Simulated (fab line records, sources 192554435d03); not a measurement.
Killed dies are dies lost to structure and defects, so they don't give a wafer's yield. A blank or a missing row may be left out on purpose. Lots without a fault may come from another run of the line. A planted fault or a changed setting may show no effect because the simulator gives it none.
One fault seen from 2 desks | flow n5_finfet | each desk has only its own numbers; what lay behind them comes last

THE METROLOGY DESK
What the gauges read, lot by lot, whatever tool the lot ran on: means of the sampled wafers that have a number. A lot is out of limits, marked OUT, if its mean lies more than 4 standard deviations from the usual mean; the brackets give that distance. Of its 12 readings 7 are shown: those that lie furthest out on some lot.
Columns: A = M0_CORE_OVL at N5_BEOL_M0_SAQP_OVL_MEAS_15, usual 0.0 nm; B = cd_nm at N5_BEOL_M0_SAQP_CD_MEAS_40, usual 30.01 nm; C = DIBL_P at N5_BEOL_M4_RC_MEAS_101, usual 36.5 mV/V; D = IOFF_N at N5_BEOL_M4_RC_MEAS_101, usual 0.16 nA/um; E = IOFF_P at N5_BEOL_M4_RC_MEAS_101, usual 0.21 nA/um; F = SS_P at N5_BEOL_M4_RC_MEAS_101, usual 73.4 mV/dec; G = VT_P at N5_BEOL_M4_RC_MEAS_101, usual -250.5 mV
lot  | first seen here | A    | B     | C    | D    | E    | F    | G
L802 | day 6 09:10     | 0.7  | 30.35 | 34.7 | 0.14 | 0.19 | 72.4 | -250.2
L801 | day 6 09:20     | -0.2 | 30.22 | 38.7 | 0.18 | 0.23 | 74.7 | -247.8
L806 | day 7 00:53     | -0.4 | 30.29 | 35.0 | 0.18 | 0.23 | 73.4 | -250.0
L807 | day 7 04:13     | 0.6  | 29.87 | 37.4 | 0.16 | 0.21 | 73.2 | -249.6
L809 | day 7 18:13     | 1.1  | 30.00 | -    | -    | -    | -    | -
L810 | day 8 00:00     | 0.2  | 30.23 | -    | -    | -    | -    | -
L818 | day 10 00:02    | -0.6 | 30.01 | 34.4 | 0.14 | 0.21 | 72.8 | -248.5
L819 | day 10 04:30    | 0.1  | 29.87 | 36.7 | 0.17 | 0.21 | 73.1 | -251.4
L821 | day 10 16:50    | 0.8  | 29.96 | 37.7 | 0.18 | 0.23 | 73.7 | -248.0
L822 | day 11 02:25    | -0.6 | 30.08 | 40.0 | 0.22 | 0.27 | 74.1 | -245.0
This desk's finding: nothing out of limits on any of the 10 lots.

THE TOOL OWNER'S DESK: ald_sin-02
The tool's own readings at N5_BEOL_M0_SAQP_ALD_48 (deposits SiO2, target thk 20 nm, pulse time 1 s, co reactant pulse time 1 s): means of the sampled wafers that have a number, for each lot that ran on this tool. A lot is out of limits, marked OUT, if its mean lies more than 4 standard deviations from the usual mean; the brackets give that distance.
Columns: A = chamber_pressure_Torr at N5_BEOL_M0_SAQP_ALD_48, usual 2.000 Torr; B = heater_power_w at N5_BEOL_M0_SAQP_ALD_48, usual 76 W; C = precursor_pulse_height_rel at N5_BEOL_M0_SAQP_ALD_48, usual 1.001
lot  | first seen here | A     | B  | C
L802 | day 6 15:22     | 2.004 | 74 | 1.010
L806 | day 7 05:59     | 2.000 | 75 | 1.010
L818 | day 10 04:08    | 2.001 | 81 | 1.021
L819 | day 10 09:19    | 1.998 | 81 | 0.983
L821 | day 10 21:31    | 1.995 | 73 | 1.009
L822 | day 11 07:36    | 1.997 | 70 | 0.999
This desk's finding: nothing out of limits on any of the 6 lots.

PUT TOGETHER
The metrology desk saw nothing out of limits.
The tool owner's desk saw nothing out of limits.

WHAT THE SIMULATOR HAD PUT IN
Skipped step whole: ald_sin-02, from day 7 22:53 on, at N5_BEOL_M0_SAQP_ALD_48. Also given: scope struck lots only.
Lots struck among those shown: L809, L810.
